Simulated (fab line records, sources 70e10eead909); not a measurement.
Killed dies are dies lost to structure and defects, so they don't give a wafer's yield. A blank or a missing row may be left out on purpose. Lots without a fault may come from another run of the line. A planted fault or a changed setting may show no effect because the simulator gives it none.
Chamber matching | flow nand_harc | NHARC_P_CONTACT_STRIP_28 on rie_diel-09: 4 sister chambers
The step strips in O2. 14 wafers are shown with their chamber, then 7 later ones without.

WAFERS WITH THEIR CHAMBER
wafer  | chamber | showerhead_plenum_p_Torr (Torr) | drypump_motor_current_A (A) | throttle_valve_pct (%)
L078.2 | 1       | 3.68                            | 4.9                         | 17.035
L078.4 | 0       | 3.36                            | 6.3                         | 17.047
L078.5 | 2       | 3.34                            | 5.4                         | 17.036
L080.1 | 2       | 3.34                            | 5.4                         | 17.032
L080.5 | 2       | 3.34                            | 5.4                         | 17.040
L080.6 | 0       | 3.35                            | 6.4                         | 17.055
L079.1 | 3       | 3.42                            | 5.9                         | 17.063
L079.2 | 0       | 3.35                            | 6.4                         | 17.037
L079.6 | 2       | 3.34                            | 5.5                         | 17.028
L086.1 | 0       | 3.35                            | 6.3                         | 17.033
L086.2 | 2       | 3.34                            | 5.4                         | 17.031
L086.4 | 3       | 3.42                            | 6.0                         | 17.044
L085.1 | 1       | 3.68                            | 4.9                         | 17.038
L085.3 | 0       | 3.35                            | 6.3                         | 17.034

SIGNATURES (means of the wafers above)
reading                  | chamber 0 | chamber 1 | chamber 2 | chamber 3 | scatter within a chamber
showerhead_plenum_p_Torr | 3.3520    | 3.6800    | 3.3400    | 3.4200    | 0.00283
drypump_motor_current_A  | 6.340     | 4.900     | 5.420     | 5.950     | 0.05
throttle_valve_pct       | 17.04120  | 17.03650  | 17.03340  | 17.05350  | 0.00796
Rule: a wafer's distance from a chamber is the root of the sum, over the readings, of the square of ((its reading less the chamber's mean) divided by the reading's scatter). The wafer belongs to the nearest chamber; if the next one is less than 2 further off, it can't be placed. The scatter: the root of (the sum of the squares of (reading less its chamber's mean) over the shown wafers, divided by (wafers less chambers)).

WAFERS WITHOUT THEIR CHAMBER
wafer  | showerhead_plenum_p_Torr (Torr) | drypump_motor_current_A (A) | throttle_valve_pct (%)
L085.6 | 3.68                            | 4.9                         | 17.040
L094.1 | 3.34                            | 5.5                         | 17.028
L094.2 | 3.35                            | 6.4                         | 17.039
L094.5 | 3.34                            | 5.5                         | 17.045
L096.1 | 3.34                            | 5.4                         | 17.044
L096.2 | 3.41                            | 6.0                         | 17.026
L096.3 | 3.35                            | 6.4                         | 17.023

WHICH CHAMBER EACH WENT THROUGH
wafer  | from the rows above | in truth
L085.6 | 1                   | 1
L094.1 | 2                   | 2
L094.2 | 0                   | 0
L094.5 | 2                   | 2
L096.1 | 2                   | 2
L096.2 | 3                   | 3
L096.3 | 0                   | 0
Placed correctly: 7 of 7. Can't be placed from these rows: 0. Placed wrongly: 0.
